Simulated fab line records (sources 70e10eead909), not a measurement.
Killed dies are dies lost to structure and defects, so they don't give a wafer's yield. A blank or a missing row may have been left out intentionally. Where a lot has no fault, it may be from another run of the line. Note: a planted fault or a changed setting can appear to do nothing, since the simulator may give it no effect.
What tool caused it?	flow nand harc	6 lots with 18 wafers sampled at 5 steps, on a route of 1302 steps

== WHAT EACH GAUGE READ, for each wafer ==
NHARC_END_SORT_01.
lot	measured	on	killed at array
L883	day 32 18:14	prober-01	60 56 69

== TOOL THAT RAN EACH LOT (tool first, then ch and the chambers of the sampled wafers, then the start) ==
lot	NHARC_A_CHANNEL_HOLE_D1_ETCH_26	NHARC_A_CHANNEL_HOLE_D1_XSEM_31	NHARC_A_CHANNEL_FILL_D1_ALD_02	NHARC_A_CHANNEL_FILL_D1_ALD_25
L865	har etch-01 ch 0,1, day 9 08:19	xsem-02 ch 0, day 9 10:07	ald hk-03 ch 0,1,2, day 9 10:38	ald hk-04 ch 0,1, day 11 01:59
L868	har etch-01 ch 0,1, day 10 14:13	xsem-02 ch 0, day 10 16:14	ald hk-04 ch 0,1, day 10 16:32	ald hk-01 ch 0,1,3, day 12 07:44
L870	har etch-01 ch 0,1, day 11 06:28	xsem-01 ch 0, day 11 08:18	ald hk-01 ch 0,1,3, day 11 08:35	ald hk-01 ch 0,1,2, day 12 19:40
L872	har etch-01 ch 0,1, day 12 03:14	xsem-01 ch 0, day 12 05:01	ald hk-04 ch 0,1,3, day 12 05:23	ald hk-04 ch 1,2,3, day 13 18:34
L875	har etch-02 ch 1, day 13 06:28	xsem-02 ch 0, day 13 08:59	ald hk-01 ch 0,1,3, day 13 09:21	ald hk-03 ch 0,1,2, day 14 23:14
L883	har etch-02 ch 0,1, day 16 18:11	xsem-02 ch 0, day 16 20:00	ald hk-04 ch 1,2, day 16 20:17	ald hk-01 ch 0,1,3, day 18 13:22
- NHARC_A_CHANNEL_HOLE_D1_ETCH_26: etches the open film in C4F8/O2/Ar, time 224.1 s, target depth 300 nm.
- NHARC_A_CHANNEL_HOLE_D1_XSEM_31
- NHARC_A_CHANNEL_FILL_D1_ALD_02: deposits SiO2, target thk 6 nm, pulse time 10 s, ald cycles 60.
- NHARC_A_CHANNEL_FILL_D1_ALD_25: deposits SiOx, target thk 60 nm, pulse time 10 s, ald cycles 600.

== THE ANSWER, worked out from the rows above alone ==
Rule: the lots themselves supply what counts as usual. Put in order of their means at a reading, lots are off if they are a third of the lots or fewer, leave a main group of 4 or more, and stand apart from it by a gap of 3 or more times the standard deviation of the main group's means; of several such gaps the widest counts. A main group is skipped when, at the precision printed for the reading in the tables above, its means are all equal. A lot without any number at a reading at which 4 lots or more have one is off too. Any other lot the step has rows for is counted as sound.
None of the lots is off at any reading shown; this tells nothing.

== WHAT THE SIMULATOR PUT IN ==
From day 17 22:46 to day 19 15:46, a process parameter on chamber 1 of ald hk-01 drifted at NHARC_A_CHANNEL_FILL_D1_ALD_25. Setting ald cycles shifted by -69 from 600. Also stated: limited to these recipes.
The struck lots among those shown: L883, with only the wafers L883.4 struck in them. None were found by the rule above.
